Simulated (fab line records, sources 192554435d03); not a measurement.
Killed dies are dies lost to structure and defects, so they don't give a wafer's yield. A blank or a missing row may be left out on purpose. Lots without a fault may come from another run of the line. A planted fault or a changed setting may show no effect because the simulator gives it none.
Which tool did it? | flow n5_finfet | 8 lots, 24 wafers sampled, at 6 steps of a route of 1938

WHAT THE GAUGES READ, wafer by wafer
N5_BEOL_M4_RC_MEAS_101. Usual: DIBL_N 35.3 mV/V, standard deviation 1.5; DIBL_P 35.3 mV/V, standard deviation 1.9; IOFF_N 0.145 nA/um, standard deviation 0.027; IOFF_P 0.20 nA/um, standard deviation 0.033; ION_N 670 uA/um, standard deviation 12; ION_P 462 uA/um, standard deviation 6.8; SS_N 71.3 mV/dec, standard deviation 0.6; SS_P 73.1 mV/dec, standard deviation 0.7; VT_N 251 mV, standard deviation 3.4; VT_P -251 mV, standard deviation 3.2.
lot  | measured     | on        | DIBL_N (mV/V)  | DIBL_P (mV/V)  | IOFF_N (nA/um)    | IOFF_P (nA/um) | ION_N (uA/um) | ION_P (uA/um) | SS_N (mV/dec)  | SS_P (mV/dec)  | VT_N (mV)   | VT_P (mV)      | flag
L864 | day 9 12:05  | prober-01 | 36.7 35.3 36.8 | 36.6 35.2 37.3 | 0.162 0.133 0.160 | 0.24 0.22 0.25 | 669 664 679   | 464 466 467   | 71.9 71.6 72.0 | 73.4 73.0 73.3 | 251 251 248 | -247 -249 -245 |
L867 | day 10 07:54 | prober-01 | 33.5 35.2 35.6 | 32.2 35.0 34.7 | 0.094 0.133 0.128 | 0.16 0.20 0.20 | 647 670 664   | 456 468 464   | 71.0 70.8 70.7 | 72.5 73.1 72.9 | 258 251 252 | -253 -251 -253 |
L871 | day 11 13:35 | prober-02 | 38.1 34.4 34.9 | 38.5 35.4 35.4 | 0.190 0.132 0.134 | 0.24 0.20 0.20 | 674 662 651   | 465 463 452   | 71.6 70.5 72.0 | 74.1 73.4 72.8 | 246 251 250 | -246 -251 -250 |
L873 | day 11 19:53 | prober-01 | 36.2 34.2 35.7 | 36.4 35.0 36.0 | 0.143 0.112 0.139 | 0.19 0.17 0.19 | 669 657 677   | 458 459 465   | 71.5 71.6 70.9 | 73.0 72.5 73.7 | 250 255 251 | -252 -251 -252 |
L878 | day 13 14:29 | prober-01 | 35.4 35.7 33.4 | 36.6 36.8 34.4 | 0.162 0.163 0.128 | 0.20 0.20 0.16 | 679 680 675   | 462 464 462   | 71.3 70.8 69.8 | 73.0 73.5 72.7 | 248 248 250 | -253 -254 -256 |
L880 | day 13 16:16 | prober-01 | 36.1 36.3 35.4 | 34.9 35.3 35.1 | 0.148 0.159 0.150 | 0.18 0.19 0.19 | 668 676 662   | 454 462 461   | 71.4 71.4 71.5 | 73.0 73.0 73.4 | 251 248 247 | -255 -253 -252 |
L881 | day 13 19:15 | prober-02 | 36.9 35.1 37.1 | 37.1 34.1 36.7 | 0.151 0.120 0.148 | 0.21 0.18 0.22 | 667 663 658   | 460 465 456   | 71.1 71.8 71.5 | 73.5 72.4 73.8 | 248 254 250 | -249 -250 -248 |
L882 | day 13 23:03 | prober-01 | 36.4 35.1 34.8 | 36.2 34.7 33.9 | 0.156 0.147 0.126 | 0.21 0.19 0.17 | 663 675 657   | 459 458 457   | 71.5 70.4 70.7 | 73.0 72.8 72.9 | 250 249 252 | -249 -250 -255 |

WHICH TOOL RAN EACH LOT (tool, then ch and the chambers of the sampled wafers, then the start)
lot  | N5_BEOL_M0_SAQP_HM_DEP_111      | N5_BEOL_M0_SAQP_DESCUM_19         | N5_BEOL_M0_SAQP_HM_OPEN_112       | N5_BEOL_M0_SAQP_STRIP_86           | N5_BEOL_M0_SAQP_SPACER1_ALD_98
L864 | pecvd-04 ch 0,2, day 6 20:31    | rie_diel-01 ch 1,3, day 6 20:55   | rie_diel-01 ch 1,3, day 6 21:07   | rie_diel-01 ch 1,3, day 6 21:17    | ald_sin-01 ch 1,2,3, day 6 21:55
L867 | pecvd-03 ch 1,2, day 7 11:40    | rie_diel-01 ch 1,2, day 7 12:15   | rie_diel-01 ch 1,2, day 7 12:26   | rie_diel-01 ch 2,3, day 7 12:47    | ald_sin-01 ch 2,3, day 7 13:19
L871 | pecvd-03 ch 0,2, day 8 13:35    | rie_diel-06 ch 1,3, day 8 14:09   | rie_diel-06 ch 1,3, day 8 14:20   | rie_diel-06 ch 1,2, day 8 14:31    | ald_sin-03 ch 0,1,2, day 8 16:50
L873 | pecvd-03 ch 0,2, day 9 02:25    | rie_diel-06 ch 0,1,3, day 9 02:57 | rie_diel-06 ch 0,1,3, day 9 03:08 | rie_diel-02 ch 0,1,2, day 9 03:19  | ald_sin-04 ch 0,2, day 9 03:50
L878 | pecvd-03 ch 0,1,2, day 10 12:04 | rie_diel-01 ch 0,3, day 10 12:36  | rie_diel-01 ch 0,3, day 10 12:48  | rie_diel-02 ch 0,3, day 10 13:06   | ald_sin-01 ch 0,1, day 10 13:37
L880 | pecvd-04 ch 0,2, day 11 01:07   | rie_diel-01 ch 1,2, day 11 01:38  | rie_diel-01 ch 1,2, day 11 01:50  | rie_diel-06 ch 0,2,3, day 11 02:01 | ald_sin-01 ch 0,2,3, day 11 02:32
L881 | pecvd-01 ch 0,2, day 11 04:32   | rie_diel-02 ch 2,3, day 11 05:07  | rie_diel-02 ch 2,3, day 11 05:18  | rie_diel-06 ch 0,1,3, day 11 05:29 | ald_sin-04 ch 0,3, day 11 05:59
L882 | pecvd-04 ch 1,2, day 11 08:25   | rie_diel-02 ch 1,2, day 11 09:05  | rie_diel-02 ch 1,2, day 11 09:17  | rie_diel-02 ch 1,2,3, day 11 09:35 | ald_sin-03 ch 0,1,3, day 11 11:01
- N5_BEOL_M0_SAQP_HM_DEP_111: deposits SiO2 from SiH4/N2O, target thk 12 nm, time 7.2 s.
- N5_BEOL_M0_SAQP_DESCUM_19: chemistry O2, time 7.9 s.
- N5_BEOL_M0_SAQP_HM_OPEN_112: chemistry CHF3/O2, target SiO2, stops on a-Si, target depth 12 nm, time 13.5 s.
- N5_BEOL_M0_SAQP_STRIP_86: strips in N2/H2.
- N5_BEOL_M0_SAQP_SPACER1_ALD_98: deposits SiO2, target thk 12.8 nm, pulse time 1 s, purge time 2 s.

WHAT THE TOOLS THEMSELVES READ (means of the sampled wafers that have a number; where no wafer has one, the mark that the record gives instead)
N5_BEOL_M0_SAQP_HM_DEP_111. Usual: heater_power_w 767 W, standard deviation 81; showerhead_plenum_p_Torr 8.14 Torr, standard deviation 0.1; showerhead_vpp_V 1030 V, standard deviation 53.
lot  | tool     | heater_power_w (W) | showerhead_plenum_p_Torr (Torr) | showerhead_vpp_V (V) | flag
L864 | pecvd-04 | 799                | 8.21                            | 1059                 |
L867 | pecvd-03 | 695                | 8.17                            | 1033                 |
L871 | pecvd-03 | 804                | 8.14                            | 1012                 |
L873 | pecvd-03 | 764                | 8.18                            | 1068                 |
L878 | pecvd-03 | 767                | 8.15                            | 1032                 |
L880 | pecvd-04 | 764                | 8.19                            | 1065                 |
L881 | pecvd-01 | 727                | 8.12                            | 1050                 |
L882 | pecvd-04 | 720                | 8.20                            | 1015                 |

N5_BEOL_M0_SAQP_DESCUM_19. Usual: bias_power_w 19.99 W, standard deviation 0.058; drypump_motor_current_A 5.8 A, standard deviation 0.38; oes_product_au 0.79 a.u., standard deviation 0.081; rf_vpp_V 242.9 V, standard deviation 1.2; showerhead_plenum_p_Torr 2.07 Torr, standard deviation 0.057; throttle_valve_pct 20.43 %, standard deviation 0.26.
lot  | tool        | bias_power_w (W) | drypump_motor_current_A (A) | oes_product_au (a.u.) | rf_vpp_V (V) | showerhead_plenum_p_Torr (Torr) | throttle_valve_pct (%) | flag
L864 | rie_diel-01 | 20.03            | 5.7                         | 0.76                  | 241.9        | 2.00                            | 20.22                  |
L867 | rie_diel-01 | 19.97            | 5.7                         | 0.77                  | 242.8        | 2.07                            | 20.42                  |
L871 | rie_diel-06 | 19.93            | 5.3                         | 0.73                  | 244.4        | 2.14                            | 20.45                  |
L873 | rie_diel-06 | 19.98            | 5.5                         | 0.82                  | 243.3        | 2.11                            | 20.45                  |
L878 | rie_diel-01 | 20.00            | 6.3                         | 0.87                  | 241.7        | 2.04                            | 20.18                  |
L880 | rie_diel-01 | 20.04            | 5.6                         | 0.74                  | 242.2        | 2.01                            | 20.29                  |
L881 | rie_diel-02 | 19.98            | 6.1                         | 0.74                  | 243.6        | 2.13                            | 20.54                  |
L882 | rie_diel-02 | 20.01            | 5.9                         | 0.80                  | 243.2        | 2.11                            | 20.59                  |

N5_BEOL_M0_SAQP_HM_OPEN_112. Usual: drypump_motor_current_A 5.8 A, standard deviation 0.39; oes_f_703_au 0.79 a.u., standard deviation 0.074; oes_product_au 0.52 a.u., standard deviation 0.049; rf_vpp_V 526 V, standard deviation 9.8; showerhead_plenum_p_Torr 2.39 Torr, standard deviation 0.055; throttle_valve_pct 18.85 %, standard deviation 0.25.
lot  | tool        | drypump_motor_current_A (A) | oes_f_703_au (a.u.) | oes_product_au (a.u.) | rf_vpp_V (V) | showerhead_plenum_p_Torr (Torr) | throttle_valve_pct (%) | flag
L864 | rie_diel-01 | 5.7                         | 0.76                | 0.50                  | 520          | 2.33                            | 18.75                  |
L867 | rie_diel-01 | 5.7                         | 0.79                | 0.50                  | 521          | 2.38                            | 18.81                  |
L871 | rie_diel-06 | 5.3                         | 0.74                | 0.48                  | 524          | 2.46                            | 18.86                  |
L873 | rie_diel-06 | 5.5                         | 0.81                | 0.53                  | 524          | 2.42                            | 18.81                  |
L878 | rie_diel-01 | 6.3                         | 0.87                | 0.62                  | 529          | 2.35                            | 18.57                  |
L880 | rie_diel-01 | 5.6                         | 0.75                | 0.48                  | 514          | 2.34                            | 18.82                  |
L881 | rie_diel-02 | 6.1                         | 0.74                | 0.49                  | 527          | 2.45                            | 18.99                  |
L882 | rie_diel-02 | 5.9                         | 0.78                | 0.52                  | 525          | 2.43                            | 19.05                  |

N5_BEOL_M0_SAQP_STRIP_86. Usual: bias_power_w 28.00 W, standard deviation 0.08; drypump_motor_current_A 5.8 A, standard deviation 0.42; oes_product_au 0.78 a.u., standard deviation 0.075; rf_vpp_V 121.8 V, standard deviation 1.3; showerhead_plenum_p_Torr 3.34 Torr, standard deviation 0.088; throttle_valve_pct 19.0 %, standard deviation 0.44.
lot  | tool        | bias_power_w (W) | drypump_motor_current_A (A) | oes_product_au (a.u.) | rf_vpp_V (V) | showerhead_plenum_p_Torr (Torr) | throttle_valve_pct (%) | flag
L864 | rie_diel-01 | 27.94            | 5.9                         | 0.77                  | 121.4        | 3.22                            | 18.5                   |
L867 | rie_diel-01 | 27.95            | 6.0                         | 0.78                  | 121.1        | 3.33                            | 19.3                   |
L871 | rie_diel-06 | 28.04            | 5.8                         | 0.74                  | 120.7        | 3.35                            | 18.6                   |
L873 | rie_diel-02 | 27.97            | 5.7                         | 0.75                  | 123.2        | 3.35                            | 19.2                   |
L878 | rie_diel-02 | 28.04            | 5.9                         | 0.83                  | 123.0        | 3.35                            | 19.1                   |
L880 | rie_diel-06 | 27.99            | 5.7                         | 0.78                  | 122.9        | 3.35                            | 19.0                   |
L881 | rie_diel-06 | 28.01            | 5.4                         | 0.79                  | 121.2        | 3.36                            | 18.7                   |
L882 | rie_diel-02 | 27.99            | 6.0                         | 0.84                  | 120.9        | 3.38                            | 19.3                   |

N5_BEOL_M0_SAQP_SPACER1_ALD_98. Usual: heater_power_w 474 W, standard deviation 37; precursor_pulse_height_rel 0.997, standard deviation 0.021.
lot  | tool       | heater_power_w (W) | precursor_pulse_height_rel | flag
L864 | ald_sin-01 | 475                | 1.002                      |
L867 | ald_sin-01 | 444                | 1.000                      |
L871 | ald_sin-03 | 433                | 1.015                      |
L873 | ald_sin-04 | 464                | 0.992                      |
L878 | ald_sin-01 | 513                | 0.981                      |
L880 | ald_sin-01 | 470                | 1.020                      |
L881 | ald_sin-04 | 457                | 1.010                      |
L882 | ald_sin-03 | 445                | 1.008                      |

THE ANSWER, worked out from the rows above alone
Rule: a lot is off if the mean of its wafers that have a number lies more than 3 standard deviations from the usual mean. A lot without any number at a reading at which 4 lots or more have one is off too. The other lots that the step has rows for count as sound. The gauges are gone through in route order, then the tools' own readings, and for those a lot's mean is taken as printed above. The first step at which some lot is off is used, and at that step the reading that is off furthest; a lot without a number counts as furthest.
No lot is off at any reading shown: from this, nothing can be told.

WHAT THE SIMULATOR HAD PUT IN
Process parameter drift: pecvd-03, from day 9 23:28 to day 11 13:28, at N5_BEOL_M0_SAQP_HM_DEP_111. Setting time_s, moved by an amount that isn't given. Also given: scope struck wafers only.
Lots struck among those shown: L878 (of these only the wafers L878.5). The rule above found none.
